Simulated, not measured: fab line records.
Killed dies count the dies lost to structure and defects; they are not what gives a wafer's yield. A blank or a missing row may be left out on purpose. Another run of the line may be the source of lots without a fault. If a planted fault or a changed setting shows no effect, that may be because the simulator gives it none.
fab line records || flow nandHarc || part 2 of 2: steps 15 to 15 of 15
record: {"lots": 7, "wafers": 21, "lastDay": 29}
route steps=1159 shown P_M1@290 END@1159
lots that met no fault: from a run of the same line without faults
startH: the number of hours between the record's first day and the start of the first shown wafer of the lot || waitH: hours since the lot's step before || " identical to the entry in the row above || L1.1+2: a single row standing in for several wafers || - either no value or no given start || * or withheld: withheld || < > ~ a bound
route shown NAME@n: a module of which the file shows steps, and the number in the route of the first || usual: mean/standard deviation of fault-free wafers || same: alike in all rows || chamber/n: place in a boat || sites: the reading at each site || _std_site: standard deviation of those values || _edge_site: mean of outer sites minus mean of inner sites || radiusMm: how far each site lies from the wafer's centre || mask NAME#n: copy n || behind: tool/chamber where the wafer was last shaped || hold: why the lot went on hold/how many hours it stayed there/how the hold came to an end || device: transistor that didn't switch, given as n, p or np || end of line: at the end of the route, the tests of the same wafers || step lacking rows: just its recipe || killed: at the first sort, the dies lost to defects and structure; wafer yield is something else || map: per-die view of a wafer (x killed, . not killed, _ where there is no die)
set.NAME: the setting that was run; set.NAME@STEP: the one run at that earlier step || model.NAME: the simulator's own value behind a step, which no gauge read
lots seen at some steps along the route; tables by step, rows by wafer
services: a tool's chamber out of use, with start hour (startH, from the record's first day; less than 0 if before it), hours out, and reason
== steps ==
step: NHARC_END_SORT_01
recipe: {"tempC": 25}
usual: {"defectLimitedYield": "95.1/1.7", "killedAtArray": "29/11", "killedAtOther": "0.5/0.85", "killedAtPeriphery": "3.0/2.3", "killedDies": "33/12", "killedOpen": "3.3/1.9", "killedShort": "2.0/1.5", "sort_bin_2_pct": "1.5/0.66", "sort_bin_3_pct": "0.25/0.21", "sort_bin_4_pct": "3.1/1.2", "sortNPass": "644/12", "sortRimYieldPct": "96.7/2", "sortYieldPct": "95.1/1.7"}
same: {"grossDies": 677, "sort_bin_5_pct[%]": 0, "sort_bin_6_pct[%]": 0, "sort_bin_7_pct[%]": 0, "sort_bin_8_pct[%]": 0, "sortRimNGross": 106.00}
{"lot.wafer": "L448.2", "tool": "prober-01", "chamber": 0, "startH": 573.00, "waitH": 2.8, "hold": "-", "defectLimitedYield[%]": 95.7, "killedAtArray": 27, "killedAtOther": 0, "killedAtPeriphery": 2, "killedDies": 29, "killedOpen": 5, "killedShort": 1, "sort_bin_2_pct[%]": 1.6, "sort_bin_3_pct[%]": 0, "sort_bin_4_pct[%]": 2.7, "sortNPass": 648, "sortRimYieldPct[%]": 99.1, "sortYieldPct[%]": 95.7}
{"lot.wafer": "L448.3", "tool": "prober-01", "chamber": 0, "startH": 573.80, "waitH": 3.1, "hold": "-", "defectLimitedYield[%]": 94.8, "killedAtArray": 33, "killedAtOther": 1, "killedAtPeriphery": 1, "killedDies": 35, "killedOpen": 5, "killedShort": 6, "sort_bin_2_pct[%]": 1.3, "sort_bin_3_pct[%]": 0.30, "sort_bin_4_pct[%]": 3.5, "sortNPass": 642, "sortRimYieldPct[%]": 96.2, "sortYieldPct[%]": 94.8}
{"lot.wafer": "L448.4", "tool": "prober-01", "chamber": 0, "startH": 574.59, "waitH": 3.4, "hold": "-", "defectLimitedYield[%]": 95.3, "killedAtArray": 31, "killedAtOther": 1, "killedAtPeriphery": 0, "killedDies": 32, "killedOpen": 1, "killedShort": 3, "sort_bin_2_pct[%]": 1.2, "sort_bin_3_pct[%]": 0.15, "sort_bin_4_pct[%]": 3.4, "sortNPass": 645, "sortRimYieldPct[%]": 97.2, "sortYieldPct[%]": 95.3}
{"lot.wafer": "L458.1", "tool": "prober-02", "chamber": 0, "startH": 607.55, "waitH": 2.5, "hold": "awaitDispo/8.3h/scrap", "defectLimitedYield[%]": 5.9, "killedAtArray": 30, "killedAtOther": 1, "killedAtPeriphery": 606, "killedDies": 637, "killedOpen": 1, "killedShort": 4, "sort_bin_2_pct[%]": 91.1, "sort_bin_3_pct[%]": 0.44, "sort_bin_4_pct[%]": 2.5, "sortNPass": 40, "sortRimYieldPct[%]": 0, "sortYieldPct[%]": 5.9}
{"lot.wafer": "L458.3", "tool": "prober-02", "chamber": 0, "startH": 609.14, "waitH": 3.1, "hold": "awaitDispo/8.3h/scrap", "defectLimitedYield[%]": 4.3, "killedAtArray": 28, "killedAtOther": 2, "killedAtPeriphery": 618, "killedDies": 648, "killedOpen": 3, "killedShort": 0, "sort_bin_2_pct[%]": 92.2, "sort_bin_3_pct[%]": 0.15, "sort_bin_4_pct[%]": 3.4, "sortNPass": 29, "sortRimYieldPct[%]": 0.9, "sortYieldPct[%]": 4.3}
{"lot.wafer": "L458.6", "tool": "prober-02", "chamber": 0, "startH": 611.52, "waitH": 4.0, "hold": "awaitDispo/8.3h/scrap", "defectLimitedYield[%]": 4.1, "killedAtArray": 28, "killedAtOther": 1, "killedAtPeriphery": 620, "killedDies": 649, "killedOpen": 3, "killedShort": 1, "sort_bin_2_pct[%]": 92.6, "sort_bin_3_pct[%]": 0.15, "sort_bin_4_pct[%]": 3.1, "sortNPass": 28, "sortRimYieldPct[%]": 0, "sortYieldPct[%]": 4.1}
{"lot.wafer": "L457.1", "tool": "prober-01", "chamber": 0, "startH": 610.93, "waitH": 2.5, "hold": "awaitDispo/1.6h/scrap", "defectLimitedYield[%]": 6.6, "killedAtArray": 21, "killedAtOther": 0, "killedAtPeriphery": 611, "killedDies": 632, "killedOpen": 3, "killedShort": 3, "sort_bin_2_pct[%]": 91.0, "sort_bin_3_pct[%]": 0.44, "sort_bin_4_pct[%]": 1.9, "sortNPass": 45, "sortRimYieldPct[%]": 24.5, "sortYieldPct[%]": 6.6}
{"lot.wafer": "L457.4", "tool": "prober-01", "chamber": 0, "startH": 613.27, "waitH": 3.3, "hold": "awaitDispo/1.6h/scrap", "defectLimitedYield[%]": 5.0, "killedAtArray": 34, "killedAtOther": 2, "killedAtPeriphery": 607, "killedDies": 643, "killedOpen": 3, "killedShort": 3, "sort_bin_2_pct[%]": 91.1, "sort_bin_3_pct[%]": 0.15, "sort_bin_4_pct[%]": 3.7, "sortNPass": 34, "sortRimYieldPct[%]": 0, "sortYieldPct[%]": 5.0}
{"lot.wafer": "L457.6", "tool": "prober-01", "chamber": 0, "startH": 614.83, "waitH": 3.9, "hold": "awaitDispo/1.6h/scrap", "defectLimitedYield[%]": 5.3, "killedAtArray": 29, "killedAtOther": 1, "killedAtPeriphery": 611, "killedDies": 641, "killedOpen": 7, "killedShort": 3, "sort_bin_2_pct[%]": 91.0, "sort_bin_3_pct[%]": 0.15, "sort_bin_4_pct[%]": 3.5, "sortNPass": 36, "sortRimYieldPct[%]": 22.6, "sortYieldPct[%]": 5.3}
{"lot.wafer": "L466.3", "tool": "prober-02", "chamber": 0, "startH": 640.28, "waitH": 3.1, "hold": "-", "defectLimitedYield[%]": 97.2, "killedAtArray": 17, "killedAtOther": 0, "killedAtPeriphery": 2, "killedDies": 19, "killedOpen": 3, "killedShort": 4, "sort_bin_2_pct[%]": 0.9, "sort_bin_3_pct[%]": 0.15, "sort_bin_4_pct[%]": 1.8, "sortNPass": 658, "sortRimYieldPct[%]": 97.2, "sortYieldPct[%]": 97.2}
{"lot.wafer": "L466.4", "tool": "prober-02", "chamber": 0, "startH": 641.09, "waitH": 3.4, "hold": "-", "defectLimitedYield[%]": 97.3, "killedAtArray": 17, "killedAtOther": 0, "killedAtPeriphery": 1, "killedDies": 18, "killedOpen": 3, "killedShort": 3, "sort_bin_2_pct[%]": 0.7, "sort_bin_3_pct[%]": 0.15, "sort_bin_4_pct[%]": 1.8, "sortNPass": 659, "sortRimYieldPct[%]": 98.1, "sortYieldPct[%]": 97.3}
{"lot.wafer": "L466.5", "tool": "prober-02", "chamber": 0, "startH": 641.89, "waitH": 3.7, "hold": "-", "defectLimitedYield[%]": 96.3, "killedAtArray": 20, "killedAtOther": 0, "killedAtPeriphery": 5, "killedDies": 25, "killedOpen": 4, "killedShort": 1, "sort_bin_2_pct[%]": 1.5, "sort_bin_3_pct[%]": 0.30, "sort_bin_4_pct[%]": 1.9, "sortNPass": 652, "sortRimYieldPct[%]": 94.3, "sortYieldPct[%]": 96.3}
{"lot.wafer": "L460.2", "tool": "prober-02", "chamber": 0, "startH": 655.04, "waitH": 2.8, "hold": "awaitDispo/4.8h/scrap", "defectLimitedYield[%]": 5.5, "killedAtArray": 39, "killedAtOther": 0, "killedAtPeriphery": 601, "killedDies": 640, "killedOpen": 3, "killedShort": 3, "sort_bin_2_pct[%]": 89.5, "sort_bin_3_pct[%]": 0.30, "sort_bin_4_pct[%]": 4.7, "sortNPass": 37, "sortRimYieldPct[%]": 20.8, "sortYieldPct[%]": 5.5}
{"lot.wafer": "L460.4", "tool": "prober-02", "chamber": 0, "startH": 656.64, "waitH": 3.4, "hold": "awaitDispo/4.8h/scrap", "defectLimitedYield[%]": 3.8, "killedAtArray": 39, "killedAtOther": 0, "killedAtPeriphery": 612, "killedDies": 651, "killedOpen": 1, "killedShort": 1, "sort_bin_2_pct[%]": 91.4, "sort_bin_3_pct[%]": 0.15, "sort_bin_4_pct[%]": 4.6, "sortNPass": 26, "sortRimYieldPct[%]": 0, "sortYieldPct[%]": 3.8}
{"lot.wafer": "L460.6", "tool": "prober-02", "chamber": 0, "startH": 658.24, "waitH": 4.0, "hold": "awaitDispo/4.8h/scrap", "defectLimitedYield[%]": 5.2, "killedAtArray": 41, "killedAtOther": 0, "killedAtPeriphery": 601, "killedDies": 642, "killedOpen": 2, "killedShort": 0, "sort_bin_2_pct[%]": 91.3, "sort_bin_3_pct[%]": 0.44, "sort_bin_4_pct[%]": 3.1, "sortNPass": 35, "sortRimYieldPct[%]": 23.6, "sortYieldPct[%]": 5.2}
{"lot.wafer": "L471.3", "tool": "prober-02", "chamber": 0, "startH": 663.66, "waitH": 3.1, "hold": "-", "defectLimitedYield[%]": 97.0, "killedAtArray": 18, "killedAtOther": 0, "killedAtPeriphery": 2, "killedDies": 20, "killedOpen": 4, "killedShort": 1, "sort_bin_2_pct[%]": 1.2, "sort_bin_3_pct[%]": 0.30, "sort_bin_4_pct[%]": 1.5, "sortNPass": 657, "sortRimYieldPct[%]": 98.1, "sortYieldPct[%]": 97.0}
{"lot.wafer": "L471.4", "tool": "prober-02", "chamber": 0, "startH": 664.45, "waitH": 3.4, "hold": "-", "defectLimitedYield[%]": 96.9, "killedAtArray": 20, "killedAtOther": 0, "killedAtPeriphery": 1, "killedDies": 21, "killedOpen": 2, "killedShort": 0, "sort_bin_2_pct[%]": 0.6, "sort_bin_3_pct[%]": 0.30, "sort_bin_4_pct[%]": 2.2, "sortNPass": 656, "sortRimYieldPct[%]": 97.2, "sortYieldPct[%]": 96.9}
{"lot.wafer": "L471.5", "tool": "prober-02", "chamber": 0, "startH": 665.24, "waitH": 3.7, "hold": "-", "defectLimitedYield[%]": 97.2, "killedAtArray": 16, "killedAtOther": 0, "killedAtPeriphery": 3, "killedDies": 19, "killedOpen": 7, "killedShort": 1, "sort_bin_2_pct[%]": 0.9, "sort_bin_3_pct[%]": 0, "sort_bin_4_pct[%]": 1.9, "sortNPass": 658, "sortRimYieldPct[%]": 99.1, "sortYieldPct[%]": 97.2}
{"lot.wafer": "L470.2", "tool": "prober-02", "chamber": 0, "startH": 686.26, "waitH": 2.8, "hold": "-", "defectLimitedYield[%]": 94.4, "killedAtArray": 33, "killedAtOther": 0, "killedAtPeriphery": 5, "killedDies": 38, "killedOpen": 4, "killedShort": 1, "sort_bin_2_pct[%]": 1.5, "sort_bin_3_pct[%]": 0.30, "sort_bin_4_pct[%]": 3.8, "sortNPass": 639, "sortRimYieldPct[%]": 92.5, "sortYieldPct[%]": 94.4}
{"lot.wafer": "L470.3", "tool": "prober-02", "chamber": 0, "startH": 687.06, "waitH": 3.1, "hold": "-", "defectLimitedYield[%]": 95.0, "killedAtArray": 33, "killedAtOther": 0, "killedAtPeriphery": 1, "killedDies": 34, "killedOpen": 1, "killedShort": 0, "sort_bin_2_pct[%]": 2.1, "sort_bin_3_pct[%]": 0.44, "sort_bin_4_pct[%]": 2.5, "sortNPass": 643, "sortRimYieldPct[%]": 97.2, "sortYieldPct[%]": 95.0}
{"lot.wafer": "L470.6", "tool": "prober-02", "chamber": 0, "startH": 689.44, "waitH": 4.0, "hold": "-", "defectLimitedYield[%]": 95.1, "killedAtArray": 30, "killedAtOther": 0, "killedAtPeriphery": 3, "killedDies": 33, "killedOpen": 1, "killedShort": 1, "sort_bin_2_pct[%]": 1.2, "sort_bin_3_pct[%]": 0.44, "sort_bin_4_pct[%]": 3.2, "sortNPass": 644, "sortRimYieldPct[%]": 97.2, "sortYieldPct[%]": 95.1}
killed by level:class
L448.2 A_SLIT:chamberFilmFlake=12 A_CONTACT:chamberFilmFlake=4 A_ZERO_WELL:chamberFilmFlake=3 A_ONON_D1:geometricParticle:open=2 A_CHANNEL_HOLE_D1:chamberFilmFlake=2 P_CONTACT:geometricParticle:short=1 P_M1:geometricParticle:open=1 A_CONTACT:geometricParticle:open=1
L448.3 A_SLIT:chamberFilmFlake=16 A_CONTACT:geometricParticle:open=3 A_CONTACT:chamberFilmFlake=3 A_WL_FILL:geometricParticle:short=2 A_ZERO_WELL:chamberFilmFlake=2 A_CHANNEL_HOLE_D1:chamberFilmFlake=2 A_ONON_D1:geometricParticle:short=1 A_CHANNEL_HOLE_D1:geometricParticle:open=1
L448.4 A_SLIT:chamberFilmFlake=10 A_CONTACT:chamberFilmFlake=7 A_CHANNEL_HOLE_D1:chamberFilmFlake=4 A_WL_FILL:chamberFilmFlake=4 A_ONON_D1:geometricParticle:short=2 A_STAIRCASE:chamberFilmFlake=2 A_CHANNEL_FILL_D1:geometricParticle:short=1 A_CONTACT:geometricParticle:open=1
L458.1 P_M1:areaStrip=604 A_SLIT:chamberFilmFlake=18 A_CHANNEL_HOLE_D1:chamberFilmFlake=4 A_CONTACT:chamberFilmFlake=3 A_STAIRCASE:chamberFilmFlake=2 P_GATE:geometricParticle:short=1 A_M0:geometricParticle:short=1 A_M0:geometricParticle:open=1
L458.3 P_M1:areaStrip=613 A_SLIT:chamberFilmFlake=14 A_CHANNEL_HOLE_D1:chamberFilmFlake=5 A_CONTACT:chamberFilmFlake=4 A_STAIRCASE:chamberFilmFlake=3 A_CONTACT:geometricParticle:open=2 P_STI:chamberFilmFlake=2 P_GATE:chamberFilmFlake=2
L457.1 P_M1:areaStrip=609 A_CHANNEL_HOLE_D1:chamberFilmFlake=11 A_STAIRCASE:chamberFilmFlake=2 A_WL_FILL:geometricParticle:short=1 P_M0:geometricParticle:open=1 A_ONON_D1:geometricParticle:short=1 A_CHANNEL_HOLE_D1:geometricParticle:short=1 A_CHANNEL_FILL_D1:geometricParticle:open=1
L458.6 P_M1:areaStrip=617 A_SLIT:chamberFilmFlake=19 A_STAIRCASE:chamberFilmFlake=3 A_CHANNEL_HOLE_D1:chamberFilmFlake=2 A_CONTACT:chamberFilmFlake=2 P_GATE:geometricParticle:open=1 P_M0:geometricParticle:open=1 A_ONON_D1:geometricParticle:short=1
L457.4 P_M1:areaStrip=604 A_CHANNEL_HOLE_D1:chamberFilmFlake=23 A_WL_FILL:geometricParticle:short=2 A_CHANNEL_FILL_D1:chamberFilmFlake=2 A_STAIRCASE:chamberFilmFlake=2 A_WL_FILL:chamberFilmFlake=2 P_M0:geometricParticle:open=1 A_WL_FILL:geometricParticle:open=1
L457.6 P_M1:areaStrip=605 A_CHANNEL_HOLE_D1:chamberFilmFlake=17 A_CONTACT:geometricParticle:open=3 P_CONTACT:geometricParticle:open=2 A_CHANNEL_FILL_D1:chamberFilmFlake=2 A_STAIRCASE:chamberFilmFlake=2 A_CONTACT:chamberFilmFlake=2 P_CONTACT:geometricParticle:short=1
L466.3 A_STAIRCASE:chamberFilmFlake=5 A_ONON_D1:geometricParticle:open=2 A_WL_FILL:geometricParticle:short=2 A_CHANNEL_HOLE_D1:chamberFilmFlake=2 A_BONDPAD:chamberFilmFlake=2 P_M1:geometricParticle:short=1 A_SOURCE_PLATE:geometricParticle:open=1 A_ONON_D1:geometricParticle:short=1
L466.4 A_CHANNEL_HOLE_D1:chamberFilmFlake=6 A_BONDPAD:chamberFilmFlake=3 P_M2:geometricParticle:open=1 A_ONON_D1:geometricParticle:open=1 A_STAIRCASE:geometricParticle:short=1 A_WL_FILL:geometricParticle:short=1 A_M0:geometricParticle:short=1 A_M1:geometricParticle:open=1
L466.5 A_CHANNEL_HOLE_D1:chamberFilmFlake=7 A_BONDPAD:chamberFilmFlake=7 A_BLC:chamberFilmFlake=3 P_GATE:geometricParticle:open=2 P_M0:geometricParticle:open=1 A_WL_FILL:geometricParticle:short=1 A_BLC:geometricParticle:open=1 P_STI:chamberFilmFlake=1
L460.2 P_M1:areaStrip=597 A_SLIT:chamberFilmFlake=17 A_CHANNEL_HOLE_D1:chamberFilmFlake=15 A_CONTACT:chamberFilmFlake=3 P_GATE:geometricParticle:open=1 P_CONTACT:geometricParticle:short=1 P_M1:geometricParticle:open=1 A_CHANNEL_FILL_D1:geometricParticle:short=1
L460.4 P_M1:areaStrip=610 A_SLIT:chamberFilmFlake=17 A_CHANNEL_HOLE_D1:chamberFilmFlake=17 A_STAIRCASE:chamberFilmFlake=4 P_GATE:geometricParticle:short=1 P_GATE:geometricParticle:open=1 A_CONTACT:chamberFilmFlake=1
L460.6 P_M1:areaStrip=600 A_SLIT:chamberFilmFlake=19 A_CHANNEL_HOLE_D1:chamberFilmFlake=17 A_STAIRCASE:chamberFilmFlake=3 A_ONON_D1:geometricParticle:open=2 P_CONTACT:chamberFilmFlake=1
L471.3 A_CHANNEL_HOLE_D1:chamberFilmFlake=8 P_M0:geometricParticle:open=2 A_CONTACT:chamberFilmFlake=2 A_BLC:geometricParticle:open=2 A_CHANNEL_FILL_D1:chamberFilmFlake=2 A_ONON_D1:geometricParticle:short=1 A_ZERO_WELL:chamberFilmFlake=1 A_STAIRCASE:chamberFilmFlake=1
L471.4 A_CHANNEL_HOLE_D1:chamberFilmFlake=8 A_STAIRCASE:chamberFilmFlake=4 A_CONTACT:chamberFilmFlake=4 A_ONON_D1:geometricParticle:open=1 A_BLC:geometricParticle:open=1 P_ZERO_WELL:chamberFilmFlake=1 A_ZERO_WELL:chamberFilmFlake=1 A_SLIT:chamberFilmFlake=1
L471.5 A_CONTACT:chamberFilmFlake=5 A_WL_FILL:geometricParticle:open=2 A_CHANNEL_HOLE_D1:chamberFilmFlake=2 P_M0:geometricParticle:open=1 P_M2:geometricParticle:open=1 A_CONTACT:geometricParticle:open=1 A_CONTACT:geometricParticle:short=1 A_BLC:geometricParticle:open=1
L470.2 A_SLIT:chamberFilmFlake=13 A_CHANNEL_HOLE_D1:chamberFilmFlake=9 A_CONTACT:chamberFilmFlake=4 A_WL_FILL:chamberFilmFlake=2 P_CONTACT:geometricParticle:open=1 P_M1:geometricParticle:open=1 A_ONON_D1:geometricParticle:short=1 A_CONTACT:geometricParticle:open=1
L470.3 A_SLIT:chamberFilmFlake=19 A_CHANNEL_HOLE_D1:chamberFilmFlake=7 A_STAIRCASE:chamberFilmFlake=2 A_CONTACT:unspecified=2 A_WL_FILL:geometricParticle:open=1 P_STI:chamberFilmFlake=1 A_CHANNEL_FILL_D1:chamberFilmFlake=1 A_CONTACT:chamberFilmFlake=1
L470.6 A_SLIT:chamberFilmFlake=20 P_STI:chamberFilmFlake=3 A_STAIRCASE:chamberFilmFlake=3 A_CHANNEL_HOLE_D1:chamberFilmFlake=2 A_CONTACT:chamberFilmFlake=2 A_SOURCE_PLATE:geometricParticle:short=1 A_CONTACT:geometricParticle:open=1 A_CHANNEL_FILL_D1:chamberFilmFlake=1
map L457.4 (x killed, . not)
____________x____________
_________xxxxxxx_________
_______xxxxxxxxxxx_______
______xxxxxxxxxxxxx______
_____xxxxxxxxxxxxxxx_____
____xxxxxxxxxx.xxxxxx____
____xxxxxxxxx.xxxxxxx____
___xxxxxxxxxxxxxxxxxxx___
___xxxxxxxx.xxxxxxxxxx___
__xxx.xxxxxxxxxxx.xxxxx__
__xxxxx.x.x.xxxxxxxxxxx__
_xxxxxxxxxxx.xxxxxxxxxxx_
_xxxxxxxx..xxxx.xx.xxxxx_
_xxx.xxxx..xx..xxx.xxxxx_
_xxxxxxxxxxxxxx.xxxxx.xx_
_xxxxxxxxxxx.xxxxxxxxxxx_
xxxxxxxxx..xxxxx.xxxxxxxx
xxxxxxxxxxxx.x.x.xxxxxxxx
xxxxxxxxxxxxxxx.xxxxxxxxx
xxxxxxxxx.xxxxxxxx.xxxxxx
xxxxxxxxxxxxxxxx.xxxxxxxx
_xxxxxxx.xxxxxxxxxxxxxxx_
_xxxxxxxxxxxxxxxxxxxxxxx_
_xxxxxxxx.xxxxxxxxxxxxxx_
_xxxxxxxxxxxxxxxxxxxxxxx_
_xxxxxxxxxxxxxxxxxxxxxxx_
__xxxxxxxxxxxxxxxxxxxxx__
__xxxxxxxxxxxxxxxxxxxxx__
___xxxxxxxxxxxxxxxxxxx___
___xxxxxxxxxxxxxxxxxxx___
____xxxxxxxxxxxxxxxxx____
____xxxxxxxxxxxxxxxxx____
_____xxxxxxxxxxxxxxx_____
______xxxxxxxxxxxxx______
_______xxxxxxxxxxx_______
_________xxxxxxx_________
____________x____________
map L458.6 (x killed, . not)
____________x____________
_________xxxxxxx_________
_______xxxxxxxxxxx_______
______xxxxxxxxxxxxx______
_____xxxxxxxxxxxxxxx_____
____xxxxxxxxxxxxxxxxx____
____xxxxxxxxxxxxxxxxx____
___xxxxxxxxxxxxxxxxxxx___
___xxxxxxxxxxxxxxxxxxx___
__xxxxxxxxxxxxxxxxxxxxx__
__xxxxxxxxxxx.xxxxxxxxx__
_xxxxxxxxxxxxxxxxxxxxxxx_
_xxxxxxxxx.xxxxxxxxxxxxx_
_xxxxxxxxxxxxx.xxxxxxxxx_
_xxxxxxxxxxxxxxxxxxxxxxx_
_xxxxxx.x.xxx.x.x.xxxxxx_
xxxxxxxxxx..xxxxxxxxxxxxx
xxxxxxxxxxxxxx.xx.xxxxxxx
xxxxxxxxxxx.xxxxx.xxxxxxx
xxxxxxxxx.xxx..xxxxxxxxxx
xxxxxxxxxxx.x.xxxxxxxxxxx
_xxxxxxxxxxxxxx.xxxxxxxx_
_xxxxxxxxx.xxx.xxxxxxxxx_
_xxxxxxxxxx.xxxxxxxxxxxx_
_xxxxxxx.xxxxxxxxxxxxxxx_
_xxxxxxxxxxxxxxxxxxxxxxx_
__xxxxxxxxxxxxx.xxxxxxx__
__xxxxxxxxx.xxxxxxxxxxx__
___xxxxxxxxx.xx.xxxxxx___
___xxxxxxxxxxxxxxxxxxx___
____xxxxxxxxxxxxxxxxx____
____xxxxxxxxxxxxxxxxx____
_____xxxxxxxxxxxxxxx_____
______xxxxxxxxxxxxx______
_______xxxxxxxxxxx_______
_________xxxxxxx_________
____________x____________
== services ==
{"tool": "rieDiel-02", "chamber": 0, "startH": 159.70, "hours": "-", "kind": "clean"}
{"tool": "rieDiel-02", "chamber": 1, "startH": 159.70, "hours": "-", "kind": "clean"}
{"tool": "rieDiel-02", "chamber": 2, "startH": 159.70, "hours": "-", "kind": "clean"}
{"tool": "rieDiel-02", "chamber": 3, "startH": 159.70, "hours": "-", "kind": "clean"}
{"tool": "rieDiel-10", "chamber": "-", "startH": 176.50, "hours": 9.0, "kind": "pm"}
{"tool": "rieDiel-02", "chamber": 1, "startH": 177.43, "hours": 1.4, "kind": "repair"}
{"tool": "rieDiel-02", "chamber": 0, "startH": 177.51, "hours": 4.2, "kind": "repair"}
{"tool": "rieDiel-13", "chamber": 0, "startH": 181.50, "hours": "-", "kind": "clean"}
{"tool": "rieDiel-13", "chamber": 1, "startH": 181.50, "hours": "-", "kind": "clean"}
{"tool": "rieDiel-02", "chamber": 0, "startH": 184.20, "hours": "-", "kind": "clean"}
{"tool": "rieDiel-02", "chamber": 1, "startH": 184.20, "hours": "-", "kind": "clean"}
{"tool": "rieDiel-02", "chamber": 2, "startH": 184.20, "hours": "-", "kind": "clean"}
{"tool": "rieDiel-02", "chamber": 3, "startH": 184.20, "hours": "-", "kind": "clean"}
{"tool": "rieDiel-02", "chamber": 0, "startH": 208.70, "hours": "-", "kind": "clean"}
{"tool": "rieDiel-02", "chamber": 1, "startH": 208.70, "hours": "-", "kind": "clean"}
{"tool": "rieDiel-02", "chamber": 2, "startH": 208.70, "hours": "-", "kind": "clean"}
{"tool": "rieDiel-02", "chamber": 3, "startH": 208.70, "hours": "-", "kind": "clean"}
{"tool": "rieDiel-10", "chamber": 1, "startH": 208.77, "hours": 2.3, "kind": "repair"}
{"tool": "rieDiel-13", "chamber": 2, "startH": 223.26, "hours": 7.6, "kind": "repair"}
{"tool": "rieDiel-02", "chamber": 0, "startH": 233.20, "hours": "-", "kind": "clean"}
{"tool": "rieDiel-02", "chamber": 1, "startH": 233.20, "hours": "-", "kind": "clean"}
{"tool": "rieDiel-02", "chamber": 2, "startH": 233.20, "hours": "-", "kind": "clean"}
{"tool": "rieDiel-02", "chamber": 3, "startH": 233.20, "hours": "-", "kind": "clean"}
{"tool": "rieDiel-02", "chamber": "-", "startH": 249.98, "hours": 0.2, "kind": "repair"}
== key ==
firstSign: {"step": "NHARC_P_M1_STRIP_18", "reading": "toolRecord", "direction": "missing"}
effect: {"step": "NHARC_END_SORT_01", "reading": "killedAtPeriphery", "direction": "up", "sigmas": "99+", "usual": 3.0, "struck": 609.7}
moreKillsBornAt: {"NHARC_P_M1_STRIP_18@rieDiel-02": 3652, "NHARC_P_M1_STRIP_18@rieDiel-13": 1807}
metAt NHARC_P_M1_STRIP_18
struckWafers L457.1,L457.4,L457.6,L458.1,L458.3,L458.6,L460.2,L460.4,L460.6
laterRowsLeftOut L457.1,L457.4,L457.6,L458.1,L458.3,L458.6,L460.2,L460.4,L460.6
onsetBetween 183.82 201.35
fault: {"kind": "skippedStepWhole", "tool": "rieDiel-02,rieDiel-13", "chamber": "-", "onsetH": 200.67, "steps": "NHARC_P_M1_STRIP_18", "scope": "struckLotsOnly"}
laterRowsLeftOut: the simulator's readings of these wafers behind a module that went badly wrong aren't trusted and aren't shown, but for the sort
